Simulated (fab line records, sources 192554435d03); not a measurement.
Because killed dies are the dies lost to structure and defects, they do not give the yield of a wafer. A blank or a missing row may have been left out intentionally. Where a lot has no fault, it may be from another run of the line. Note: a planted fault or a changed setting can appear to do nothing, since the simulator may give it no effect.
Split-lot study    flow n5Finfet    7 lots, 39 wafers read, on a route of 1938 steps

SPLIT DETAILS
At N5_MOL_CONTACT_COAG_SPUTTER_143 (material Co, target thk 2.5 nm), the setting targetThkA was moved away from the recipe's 25 angstrom on 15 of the 39 wafers read, by -59.4% to +21.5%. This setting was run at the recipe's value on the other wafers.

The reading is taken at the split's own step.

THE READING
Co_of_MOL_CONTACT_COAG_SPUTTER_143.thkNm (the simulator's own value, which no gauge read), in nm, at N5_MOL_CONTACT_COAG_SPUTTER_143 (material Co, target thk 2.5 nm). There is no usual value for it anywhere in the file. Here, 24 wafers ran the recipe; their average is 2.6 nm with a standard deviation of 0.12 nm.

wafer   tool, chamber at the split  targetThkA as run, angstrom  against the recipe  Co_of_MOL_CONTACT_COAG_SPUTTER_143.thkNm, nm  against lot-mates on the recipe
L076.2  pvdSputter-02, -            25                           recipe              2.6                                           -
L076.3  pvdSputter-02, -            25                           recipe              2.6                                           -
L076.5  pvdSputter-02, -            25                           recipe              2.6                                           -
L082.1  pvdSputter-03, -            15.31                        -38.8%              1.6                                           -1.0
L082.2  pvdSputter-03, -            15.31                        -38.8%              1.6                                           -1.0
L082.3  pvdSputter-03, -            15.31                        -38.8%              1.6                                           -1.0
L082.4  pvdSputter-03, -            25                           recipe              2.8                                           -
L082.5  pvdSputter-03, -            25                           recipe              2.6                                           -
L082.6  pvdSputter-03, -            25                           recipe              2.4                                           -
L086.1  pvdSputter-02, -            25                           recipe              2.8                                           -
L086.2  pvdSputter-02, -            25                           recipe              2.6                                           -
L086.3  pvdSputter-02, -            25                           recipe              2.6                                           -
L086.4  pvdSputter-02, -            25                           recipe              2.6                                           -
L086.5  pvdSputter-02, -            25                           recipe              2.6                                           -
L086.6  pvdSputter-02, -            25                           recipe              2.6                                           -
L091.1  pvdSputter-02, -            29.71                        +18.8%              3.2                                           +0.6
L091.2  pvdSputter-02, -            25                           recipe              2.6                                           -
L091.5  pvdSputter-02, -            25                           recipe              2.6                                           -
L091.6  pvdSputter-02, -            25                           recipe              2.6                                           -
L091.3  pvdSputter-02, -            29.71                        +18.8%              3                                             +0.4
L091.4  pvdSputter-02, -            29.71                        +18.8%              3                                             +0.4
L092.1  pvdSputter-02, -            30.38                        +21.5%              2.8                                           +0.4
L092.5  pvdSputter-02, -            30.38                        +21.5%              2.8                                           +0.4
L092.2  pvdSputter-02, -            25                           recipe              2.4                                           -
L092.3  pvdSputter-02, -            25                           recipe              2.4                                           -
L092.6  pvdSputter-02, -            25                           recipe              2.4                                           -
L092.4  pvdSputter-02, -            30.38                        +21.5%              3                                             +0.6
L093.1  pvdSputter-03, -            10.14                        -59.4%              1                                             -1.5
L093.3  pvdSputter-03, -            10.14                        -59.4%              1                                             -1.5
L093.2  pvdSputter-03, -            25                           recipe              2.4                                           -
L093.4  pvdSputter-03, -            25                           recipe              2.4                                           -
L093.5  pvdSputter-03, -            10.14                        -59.4%              0.8                                           -1.7
L093.6  pvdSputter-03, -            25                           recipe              2.6                                           -
L097.1  pvdSputter-03, -            25                           recipe              2.4                                           -
L097.2  pvdSputter-03, -            25                           recipe              2.4                                           -
L097.3  pvdSputter-03, -            25                           recipe              2.6                                           -
L097.4  pvdSputter-03, -            29.06                        +16.2%              3                                             +0.5
L097.5  pvdSputter-03, -            29.06                        +16.2%              3                                             +0.5
L097.6  pvdSputter-03, -            29.06                        +16.2%              3                                             +0.5

THE FIT
A straight line over all 39 wafers: Co_of_MOL_CONTACT_COAG_SPUTTER_143.thkNm changes by +0.0255 nm for each +1% of targetThkA; r = +0.97; the points scatter about the line by 0.13 nm.
The same after taking each lot's own level away (the mean of its wafers on the recipe; 39 wafers): +0.0257 nm for each +1%; r = +0.99; scatter 0.092 nm.
That fit puts the effect of the largest move of targetThkA on the reading at 1.5 nm.
From 2.40 to 2.63 nm: that is the span of the lots' own levels, equal to 2.0 times the standard deviation above.
Consequently the slope shifts little with the lot-to-lot level, the two slopes agreeing.
Check: for one of the wafers moved furthest among these (-59.4%), held out of the fit, the line's prediction against its lot-mates is -1.55 nm. It came out at -1.47 nm against them.

OTHER SPLITS APPLIED TO THESE WAFERS
These wafers also went through other splits before the reading. Each is held against what the fit with the lots' levels taken away leaves over:
other split on the same wafers       wafers away from the commonest value  r with Co_of_MOL_CONTACT_COAG_SPUTTER_143.thkNm (lot level and that fit taken away)
N5_SD_EPI_N_ETCH_35 timeS            18                                    +0.22
N5_HKMG_FIN_DEVELOP_48 developTimeS  15                                    -0.02

THE FILE'S OWN FIT
Co_of_MOL_CONTACT_COAG_SPUTTER_143.thkNm changes by +0.0257 nm for each +1% of targetThkA, r = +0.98.
